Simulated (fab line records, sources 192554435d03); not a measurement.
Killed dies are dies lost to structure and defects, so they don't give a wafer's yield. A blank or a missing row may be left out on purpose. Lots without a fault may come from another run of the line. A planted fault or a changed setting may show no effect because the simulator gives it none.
Which tool did it? | flow n5_finfet | 14 lots, 42 wafers sampled, at 1 step of a route of 1938

WHAT THE GAUGES READ, wafer by wafer
N5_MOL_CONTACT_COAG_INSPECT_97: inspects for defects (darkfield).
lot  | measured     | on                | raw_defect_count
L594 | day 5 15:52  | defect_inspect-01 | 53 111 28
L596 | day 6 01:44  | defect_inspect-01 | 28 38 26
L599 | day 6 20:35  | defect_inspect-02 | 85 79 78
L600 | day 7 00:32  | defect_inspect-01 | 59 62 27
L602 | day 7 14:44  | defect_inspect-02 | 41 28 42
L603 | day 7 23:05  | defect_inspect-02 | 81 51 47
L604 | day 8 06:06  | defect_inspect-02 | 30 20 31
L606 | day 8 23:04  | defect_inspect-02 | 45 33 30
L607 | day 9 02:04  | defect_inspect-01 | 60 43 60
L608 | day 9 05:02  | defect_inspect-02 | 53 54 65
L613 | day 10 07:56 | defect_inspect-02 | 24 30 46
L614 | day 10 16:38 | defect_inspect-02 | 53 43 39
L615 | day 11 05:37 | defect_inspect-01 | 82 50 59
L616 | day 11 08:38 | defect_inspect-01 | 45 21 38

WHICH TOOL RAN EACH LOT (tool, then ch and the chambers of the sampled wafers, then the start)
The record holds no process step before these readings.

WHAT THE TOOLS THEMSELVES READ (means of the sampled wafers that have a number; where no wafer has one, the mark that the record gives instead)
The record holds no such reading with a usual standard deviation.

THE ANSWER, worked out from the rows above alone
Rule: what is usual is taken from the lots themselves. Put in order of their means at a reading, lots are off if they are a third of the lots or fewer, leave a main group of 4 or more, and stand apart from it by a gap of 3 or more times the standard deviation of the main group's means; of several such gaps the widest counts. A main group whose means are all the same, to the digits that the tables above print for the reading, isn't used. A lot without any number at a reading at which 4 lots or more have one is off too. The other lots that the step has rows for count as sound. The gauges are gone through in route order, then the tools' own readings, and for those a lot's mean is taken as printed above. The first step at which some lot is off is used, and at that step the reading that is off furthest; a lot without a number counts as furthest.
No lot is off at any reading shown: from this, nothing can be told.

WHAT THE SIMULATOR HAD PUT IN
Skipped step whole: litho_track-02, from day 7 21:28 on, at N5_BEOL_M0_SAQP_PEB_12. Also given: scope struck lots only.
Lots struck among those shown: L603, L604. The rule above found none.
